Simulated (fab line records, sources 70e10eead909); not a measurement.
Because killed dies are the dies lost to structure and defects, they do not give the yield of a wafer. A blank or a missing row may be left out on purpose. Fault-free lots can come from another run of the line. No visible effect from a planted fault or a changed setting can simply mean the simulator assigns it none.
Chamber matching	flow nand-harc	rie-diel-02 running NHARC_A_STAIRCASE_TRIM_229: 4 sister chambers
The step chemistry O2, time 211.2 s. 7 wafers are shown with their chamber, then 8 later ones without.

== WAFERS WITH THEIR CHAMBER ==
wafer	chamber	showerhead-plenum-p-Torr (Torr)	throttle-valve-pct (%)
L074.2	1	3.27	17.031
L076.5	3	3.51	17.058
L082.1	2	3.47	17.039
L081.1	2	3.46	17.026
L081.4	0	3.65	17.033
L081.6	3	3.50	17.042
L089.2	0	3.64	17.035

== WAFERS WITH NO CHAMBER GIVEN ==
wafer	showerhead-plenum-p-Torr (Torr)	throttle-valve-pct (%)
L089.5	3.64	17.048
L089.6	3.49	17.047
L094.1	3.77	17.020
L094.4	3.49	17.036
L094.6	3.77	17.036
L096.1	3.63	17.038
L096.3	3.44	17.042
L096.6	3.48	17.024

== WHICH CHAMBER EACH ONE RAN IN ==
wafer	from the rows above	in truth
L089.5	0	0
L089.6	can't be placed: 3 or 2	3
L094.1	0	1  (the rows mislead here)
L094.4	can't be placed: 3 or 2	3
L094.6	0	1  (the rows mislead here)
L096.1	0	0
L096.3	2	2
L096.6	2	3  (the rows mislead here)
Placed correctly: 3 of 8. Not placeable from these rows: 2 (in 2, the candidates include the true chamber). Number placed wrongly: 3.
How it was worked out, from the rows above alone: a wafer's distance from a chamber is the root of the sum, over the readings, of the square of ((its reading less the chamber's mean) divided by the reading's scatter). The wafer belongs to the nearest chamber; if the next one is less than 2 further off, it can't be placed. Each chamber's mean is taken over the wafers shown for it. The scatter: the root of (the sum of the squares of (reading less its chamber's mean) over the shown wafers, divided by (wafers less chambers)).
